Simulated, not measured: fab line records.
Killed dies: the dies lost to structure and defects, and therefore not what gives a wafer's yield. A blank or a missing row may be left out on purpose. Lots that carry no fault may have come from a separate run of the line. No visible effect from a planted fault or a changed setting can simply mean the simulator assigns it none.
Which tool is to blame?    flow n5_finfet    9 lots, 27 wafers sampled, at 5 steps of a route of 1938

== WHAT THE GAUGES READ, wafer by wafer ==
N5_BEOL_M4_RC_MEAS_101. Usual: CJ_P 5.84, standard deviation 0.18; DIBL_N 35.8 mV/V, standard deviation 1.6; DIBL_P 36.0 mV/V, standard deviation 2.1; IOFF_N 0.153 nA/um, standard deviation 0.026; IOFF_P 0.21 nA/um, standard deviation 0.037; IOFF_P_85C 3.6 nA/um, standard deviation 0.55; IOFF_P_LIN 0.100 nA/um, standard deviation 0.014; ION_N 673 uA/um, standard deviation 11; ION_P 462 uA/um, standard deviation 7.6; REXT_P 101.2 ohm.um, standard deviation 2.7; SS_N 71.4 mV/dec, standard deviation 0.53; SS_P 73.2 mV/dec, standard deviation 0.67; VT_N 250 mV, standard deviation 3.2; VT_P -250 mV, standard deviation 3.7; VT_P_LVT -99 mV, standard deviation 3.2.
lot   measured      on         CJ_P            DIBL_N (mV/V)   DIBL_P (mV/V)   IOFF_N (nA/um)     IOFF_P (nA/um)  IOFF_P_85C (nA/um)  IOFF_P_LIN (nA/um)  ION_N (uA/um)  ION_P (uA/um)  REXT_P (ohm.um)    SS_N (mV/dec)   SS_P (mV/dec)   VT_N (mV)    VT_P (mV)       VT_P_LVT (mV)   flag
L313  day 9 19:12   prober-02  2.06 2.05 2.09  33.3 36.3 35.0  26.3 28.7 26.9  0.107 0.143 0.119  0.02 0.03 0.02  0.5 0.6 0.6         0.014 0.016 0.014   663 666 652    180 180 179    150.0 153.0 151.1  71.0 71.6 71.0  71.5 72.0 72.4  257 254 255  -307 -302 -304  -155 -153 -154  OFF
L314  day 10 08:57  prober-01  2.12 2.07 2.12  35.2 35.3 36.4  28.8 29.3 31.1  0.136 0.153 0.168  0.03 0.03 0.03  0.6 0.7 0.7         0.016 0.017 0.018   671 688 688    183 185 186    154.1 152.2 152.0  71.4 70.8 71.9  72.3 71.7 71.6  250 249 246  -303 -300 -299  -149 -148 -146  OFF
L315  day 11 00:27  prober-01  1.94 1.96 2.08  36.1 35.8 35.7  31.2 30.2 29.8  0.179 0.177 0.165  0.04 0.03 0.03  0.8 0.8 0.8         0.021 0.020 0.019   676 675 670    186 187 187    147.1 149.7 148.3  71.6 71.6 71.9  72.7 72.6 71.7  250 247 248  -294 -296 -299  -145 -145 -146  OFF
L316  day 11 05:25  prober-01  6.17 5.69 5.70  35.2 37.1 36.0  36.0 39.2 37.5  0.160 0.186 0.160  0.18 0.24 0.22  3.2 4.1 3.7         0.089 0.106 0.100   670 670 675    455 452 460    97.7 98.9 96.7     71.9 71.4 71.9  73.3 74.0 73.7  251 246 249  -252 -250 -251  -99 -96 -98     
L321  day 12 05:17  prober-02  6.09 5.80 5.38  35.6 37.7 36.3  34.1 36.3 34.5  0.139 0.164 0.134  0.19 0.22 0.19  3.4 3.8 3.3         0.092 0.100 0.090   669 667 669    461 461 459    102.2 101.2 101.8  71.6 71.1 71.4  73.0 73.8 73.2  252 252 251  -252 -251 -249  -103 -102 -103  
L323  day 12 10:37  prober-02  5.86 5.74 5.85  35.1 35.8 32.7  34.1 34.5 30.9  0.127 0.131 0.093  0.16 0.16 0.12  2.9 3.0 2.4         0.077 0.081 0.065   657 661 662    454 452 448    99.5 98.6 98.6     71.6 71.3 70.3  72.5 72.6 71.9  253 254 259  -257 -257 -255  -103 -103 -106  
L324  day 13 01:37  prober-01  5.89 5.75 5.73  36.5 37.5 34.7  36.6 37.0 35.0  0.159 0.174 0.136  0.20 0.21 0.18  3.5 3.7 3.2         0.097 0.101 0.089   669 680 661    459 464 460    103.0 103.1 104.2  71.4 72.2 70.6  73.7 73.4 72.9  253 250 253  -251 -249 -254  -102 -103 -104  
L326  day 13 14:24  prober-02  5.94 5.83 5.74  37.5 38.3 38.3  38.2 39.0 38.8  0.156 0.157 0.167  0.21 0.24 0.22  3.6 4.1 3.9         0.097 0.109 0.102   668 672 674    458 469 458    100.6 100.5 102.0  71.6 71.8 71.5  73.6 74.3 73.8  251 252 248  -251 -250 -249  -100 -98 -101   
L327  day 13 14:36  prober-01  5.75 5.67 5.80  33.2 34.2 37.3  32.0 32.8 37.4  0.110 0.118 0.188  0.15 0.15 0.24  2.7 2.8 4.0         0.079 0.079 0.109   664 667 685    457 458 467    101.0 101.5 99.8   70.9 71.0 71.0  71.6 72.4 73.3  256 253 246  -254 -256 -250  -104 -103 -98   

== TOOL THAT RAN EACH LOT (tool first, then ch and the chambers of the sampled wafers, then the start) ==
lot   N5_SPACER0_ALD_07                 N5_SD_EPI_N_ETCH_35                N5_SD_EPI_P_ETCH_47                N5_SD_EPI_P_SD_RECESS_17
L313  ald_sin-01 ch 0,3, day 5 04:35    rie_diel-01 ch 0,1,3, day 5 05:43  rie_diel-02 ch 1,2,3, day 5 10:45  rie_si-01 ch 1,2, day 5 10:55
L314  ald_sin-01 ch 0,2, day 5 08:34    rie_diel-01 ch 0,1,3, day 5 09:46  rie_diel-03 ch 0,1,3, day 5 14:59  rie_si-06 ch 1,2, day 5 15:09
L315  ald_sin-04 ch 0,1, day 5 18:01    rie_diel-05 ch 1,2,3, day 5 19:10  rie_diel-04 ch 0,1,2, day 6 00:17  rie_si-01 ch 1,2,3, day 6 00:28
L316  ald_sin-04 ch 1,2,3, day 5 21:22  rie_diel-06 ch 2,3, day 5 22:26    rie_diel-04 ch 1,2,3, day 6 03:17  rie_si-01 ch 1,3, day 6 03:28
L321  ald_sin-04 ch 2,3, day 6 23:47    rie_diel-05 ch 0,1, day 7 00:56    rie_diel-04 ch 0,2,3, day 7 06:47  rie_si-06 ch 0,3, day 7 06:58
L323  ald_sin-03 ch 0,1,2, day 7 11:21  rie_diel-06 ch 0,2,3, day 7 12:22  rie_diel-04 ch 0,2,3, day 7 17:25  rie_si-06 ch 0,2,3, day 7 17:35
L324  ald_sin-04 ch 1,2,3, day 7 18:19  rie_diel-01 ch 0,2,3, day 7 19:43  rie_diel-04 ch 2,3, day 8 00:34    rie_si-06 ch 0,2,3, day 8 00:44
L326  ald_sin-01 ch 0,1,3, day 8 07:05  rie_diel-01 ch 0,2,3, day 8 08:14  rie_diel-02 ch 0,2, day 8 13:10    rie_si-01 ch 0,1,3, day 8 13:20
L327  ald_sin-01 ch 1,2, day 8 12:54    rie_diel-01 ch 0,3, day 8 14:09    rie_diel-02 ch 0,1,2, day 8 19:25  rie_si-06 ch 0,1,2, day 8 19:34
- N5_SPACER0_ALD_07: deposits SiNx, target thk 2 nm.
- N5_SD_EPI_N_ETCH_35: etches SOC in N2/H2, overetch 108 nm, time 486 s.
- N5_SD_EPI_P_ETCH_47: etches SiOCN in CH3F/O2, target depth 25 nm.
- N5_SD_EPI_P_SD_RECESS_17: chemistry HBr/Cl2/O2, target depth 39.1 nm, bt time 3 s.

== AS READ BY THE TOOLS THEMSELVES (means over the sampled wafers that have a number; for cases with no such wafer, the mark the record gives instead) ==
N5_SPACER0_ALD_07. Usual: heater_power_w reads 835 W (standard deviation 110).
lot   tool        heater_power_w (W)  flag
L313  ald_sin-01  890                 
L314  ald_sin-01  819                 
L315  ald_sin-04  700                 
L316  ald_sin-04  859                 
L321  ald_sin-04  811                 
L323  ald_sin-03  924                 
L324  ald_sin-04  852                 
L326  ald_sin-01  854                 
L327  ald_sin-01  816                 

N5_SD_EPI_N_ETCH_35. Usual: drypump_motor_current_A 5.6 A, standard deviation 0.54; oes_product_au 0.70 a.u., standard deviation 0.068; rf_vpp_V 241.1 V, standard deviation 1.2; showerhead_plenum_p_Torr 2.57 Torr, standard deviation 0.076; throttle_valve_pct 23.79 %, standard deviation 0.28.
lot   tool         drypump_motor_current_A (A)  oes_product_au (a.u.)  rf_vpp_V (V)  showerhead_plenum_p_Torr (Torr)  throttle_valve_pct (%)  flag
L313  rie_diel-01  5.4                          0.68                   240.7         2.53                             23.85                   
L314  rie_diel-01  5.4                          0.69                   240.5         2.53                             23.84                   
L315  rie_diel-05  5.5                          0.72                   242.5         2.67                             23.76                   
L316  rie_diel-06  6.3                          0.65                   241.6         2.59                             23.67                   
L321  rie_diel-05  6.0                          0.69                   241.0         2.61                             23.98                   
L323  rie_diel-06  5.8                          0.68                   241.0         2.54                             23.73                   
L324  rie_diel-01  5.5                          0.69                   241.5         2.57                             23.90                   
L326  rie_diel-01  5.5                          0.69                   241.5         2.57                             23.90                   
L327  rie_diel-01  5.2                          0.67                   241.4         2.56                             23.90                   

N5_SD_EPI_P_ETCH_47. Usual: drypump_motor_current_A 5.9 A, standard deviation 0.47; oes_product_au 0.74 a.u., standard deviation 0.031; rf_vpp_V 127.6 V, standard deviation 1.5; showerhead_plenum_p_Torr 1.99 Torr, standard deviation 0.071; throttle_valve_pct 16.36 %, standard deviation 0.17.
lot   tool         drypump_motor_current_A (A)  oes_product_au (a.u.)  rf_vpp_V (V)  showerhead_plenum_p_Torr (Torr)  throttle_valve_pct (%)  flag
L313  rie_diel-02  6.3                          0.73                   126.9         1.99                             16.31                   
L314  rie_diel-03  5.9                          0.73                   126.9         1.94                             16.45                   
L315  rie_diel-04  5.9                          0.76                   127.7         2.00                             16.43                   
L316  rie_diel-04  5.8                          0.75                   127.0         2.06                             16.33                   
L321  rie_diel-04  5.9                          0.74                   128.5         2.00                             16.45                   
L323  rie_diel-04  5.9                          0.73                   128.3         2.00                             16.45                   
L324  rie_diel-04  5.8                          0.73                   128.1         2.06                             16.36                   
L326  rie_diel-02  5.8                          0.75                   128.0         2.03                             16.19                   
L327  rie_diel-02  5.8                          0.76                   127.6         2.00                             16.22                   

N5_SD_EPI_P_SD_RECESS_17. Usual: HBr_flow_sccm 150.0 sccm, standard deviation 0.43; O2_flow_sccm 12.00 sccm, standard deviation 0.036; drypump_motor_current_A 5.8 A, standard deviation 0.51; mfc_cl2_sccm 80.04 sccm, standard deviation 0.24; oes_product_au 0.995 a.u., standard deviation 0.0099; throttle_valve_pct 37.0 %, standard deviation 0.34.
lot   tool       HBr_flow_sccm (sccm)  O2_flow_sccm (sccm)  drypump_motor_current_A (A)  mfc_cl2_sccm (sccm)  oes_product_au (a.u.)  throttle_valve_pct (%)  flag
L313  rie_si-01  -                     -                    -                            -                    -                      -                       OFF
L314  rie_si-06  -                     -                    -                            -                    -                      -                       OFF
L315  rie_si-01  -                     -                    -                            -                    -                      -                       OFF
L316  rie_si-01  149.8                 12.00                5.6                          79.69                0.995                  36.5                    
L321  rie_si-06  150.1                 12.02                5.8                          80.00                0.997                  37.1                    
L323  rie_si-06  149.6                 11.96                5.8                          79.96                0.996                  37.1                    
L324  rie_si-06  149.8                 12.02                5.8                          80.17                1.000                  37.1                    
L326  rie_si-01  149.8                 11.99                5.6                          80.15                0.992                  36.7                    
L327  rie_si-06  149.6                 12.01                6.4                          80.08                0.997                  37.1                    

== THE ANSWER, worked out from the rows above alone ==
Rule: lot off if the mean of its wafers having a number is beyond 3 standard deviations from the usual mean. Also off: a lot with no number at a reading for which 4 or more lots have one. Where the step has rows for the other lots, those lots are counted as sound. Order of review: gauges by route order, followed by the tools' own readings, for which a lot's mean as printed above is used. The first step at which some lot is off is used, and at that step the reading that is off furthest; a lot without a number counts as furthest.
Off: at N5_BEOL_M4_RC_MEAS_101 (ION_P), L313, L314, L315.
If a tool, at a process step before that reading, ran all the lots that are off and no sound lot after the first of them, it fits. Not tried: the gauges at N5_BEOL_M4_RC_MEAS_101; whatever is off there is also off at N5_SD_EPI_P_SD_RECESS_17, on other tools, and gauge error can't account for it. None of those tried fits.

== WHAT THE SIMULATOR PUT IN ==
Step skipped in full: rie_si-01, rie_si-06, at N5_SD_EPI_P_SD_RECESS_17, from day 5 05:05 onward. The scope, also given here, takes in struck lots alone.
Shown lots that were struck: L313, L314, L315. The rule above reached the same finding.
